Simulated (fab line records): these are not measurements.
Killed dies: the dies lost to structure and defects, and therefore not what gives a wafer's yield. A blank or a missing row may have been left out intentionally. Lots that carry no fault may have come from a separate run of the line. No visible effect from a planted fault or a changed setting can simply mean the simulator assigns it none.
Problem report in the 8D (eight disciplines) form, filled by code / flow n5Finfet / the parts of the form that need people (team, actions taken, sign-off) are left out

1. WHAT IS WRONG
headPressurePsi at N5_BEOL_M3_CMP_52 reads a mean of 0.8544 psi on 6 wafers of 2 lots; wafers without a fault read 0.9998 psi with a standard deviation of 0.0021. That puts it -69 standard deviations away from the usual mean.
The step: polishes, stops on SiOC, t overpolish 6.8 s, target thk 40 nm.
First observed at day 9 14:41: wafer L668.2, on cmp-01. Wafers with a number at this step in the record: 33, from 11 lots. Rule for "out" (also "out of limits"): further than 4 standard deviations from the usual mean. All remaining wafers that have a number are taken as sound.

2. WHAT THIS IS AND IS NOT
question=which readings at this step | is=headPressurePsi, barrierFieldEndpointS | is not=edgeZonePressureFrac, overpolishRunS, timeToEndpointS
question=which lots | is=L667, L668 | is not=L659, L662, L663, L671, L674, L678, L679, L680, L682
question=which wafers of those lots | is=all that have a number | is not=-
question=read on which tools | is=cmp-01 | is not=cmp-02, cmp-03
question=when | is=from day 9 14:41 | is not=up to then (9 sound wafers); but 18 sound wafers of L671, L674, L678, L679, L680, L682 came after

3. SUSPECTS, AND WHAT RULES EACH OUT
Counting: a tool stays on the suspect list if, at a process step up to the reading, it processed all lots that are out and no sound lot following the first of them.
- cmp-01 at N5_BEOL_M3_CMP_52 (polishes, stops on SiOC, t overpolish 6.8 s, target thk 40 nm): ruled out as a lasting fault. Following L668 (day 9 14:41), the first lot on it that is out, the sound lots L680 were run on it.
Left after counting: nothing in the record.

4. THE CAUSE (what the simulator had put in)
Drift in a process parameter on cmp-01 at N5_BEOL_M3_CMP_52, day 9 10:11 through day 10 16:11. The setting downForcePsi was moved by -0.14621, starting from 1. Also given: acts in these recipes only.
Counting ruled it out, wrongly.

5. THE EFFECT CHAIN, in route order
Each row: a reading where the mean over the struck wafers with a number is more than 3 standard deviations away from the usual. Scope: only readings with a usual standard deviation given in the record; hours: median across lots of the time from each lot's start at the first step in this table that gives one to its start at this step; sigmas: change in usual standard deviations.
hours=0; step=N5_BEOL_M3_CMP_52; reading=barrierFieldEndpointS; usual=24.2 s; on struck wafers=28.0; change=+3.8; sigmas=+5.5
hours=0; step=N5_BEOL_M3_CMP_52; reading=headPressurePsi; usual=0.9998 psi; on struck wafers=0.8544; change=-0.1454; sigmas=-69
The process steps in it:
- N5_BEOL_M3_CMP_52: polishes, stops on SiOC, t overpolish 6.8 s, target thk 40 nm.
At these later measuring or inspecting steps, every struck wafer for which the step has a row has a number for every such reading, and none has moved that far: N5_BEOL_M4_RC_MEAS_101.

6. WHAT WOULD HAVE CAUGHT IT SOONER
In this record no reading fell out of limits until day 9 14:41, 4 hours after the fault had begun at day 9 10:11.
